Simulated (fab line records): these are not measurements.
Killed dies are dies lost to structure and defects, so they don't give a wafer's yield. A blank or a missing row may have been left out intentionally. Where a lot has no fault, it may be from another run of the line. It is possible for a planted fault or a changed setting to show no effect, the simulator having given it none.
One fault seen from 2 desks ; flow nand-harc ; what lay behind the numbers comes last; until then each desk has only its own

== DESK OF THE TOOL OWNER: grinder-01 ==
For each lot that ran on this tool, the mean over its sampled wafers that have a number, from the tool's own readings at NHARC_THIN_TSV_GRIND_00. If a lot's mean is further than 4 standard deviations from the usual mean, the lot is out of limits and carries the mark OUT (the distance appears in the brackets).
Columns: A = motor-current-A at NHARC_THIN_TSV_GRIND_00, usual 12.000 A
lot;first seen here;A
L253;day 23 23:00;11.992
L252;day 24 04:59;12.017
L255;day 26 01:46;12.008
L264;day 28 15:29;12.000
L266;day 29 14:15;11.978
L265;day 29 15:44;12.001
L267;day 29 18:24;11.994
L269;day 30 00:13;11.994
L268;day 30 01:01;12.006
L271;day 31 12:31;12.009
L272;day 32 09:14;12.005
L274;day 32 15:25;11.993
Finding of this desk: none of the 12 lots has anything out of limits.

== AT THE METROLOGY DESK ==
Lot by lot, what the gauges showed, no matter which tool ran the lot: averages of those sampled wafers that carry a number. If a lot's mean is further than 4 standard deviations from the usual mean, the lot is out of limits and carries the mark OUT (the distance appears in the brackets).
Columns: A = cd-nm at NHARC_A_BONDPAD_CD_MEAS_13, usual 499.8 nm
lot;first seen here;A
L253;day 23 14:25;502.9
L252;day 23 17:18;501.2
L255;day 25 12:46;500.5
L264;day 28 03:56;496.7
L266;day 29 02:01;498.2
L265;day 29 03:35;502.1
L267;day 29 06:25;497.4
L269;day 29 11:47;498.6
L268;day 29 12:31;500.4
L271;day 30 22:28;499.3
L272;day 31 14:58;499.3
L274;day 32 01:20;502.0
Finding of this desk: none of the 12 lots has anything out of limits.

== BROUGHT TOGETHER ==
The desk of the tool owner found nothing out of limits.
The metrology desk saw nothing out of limits.

== WHAT THE SIMULATOR PUT IN ==
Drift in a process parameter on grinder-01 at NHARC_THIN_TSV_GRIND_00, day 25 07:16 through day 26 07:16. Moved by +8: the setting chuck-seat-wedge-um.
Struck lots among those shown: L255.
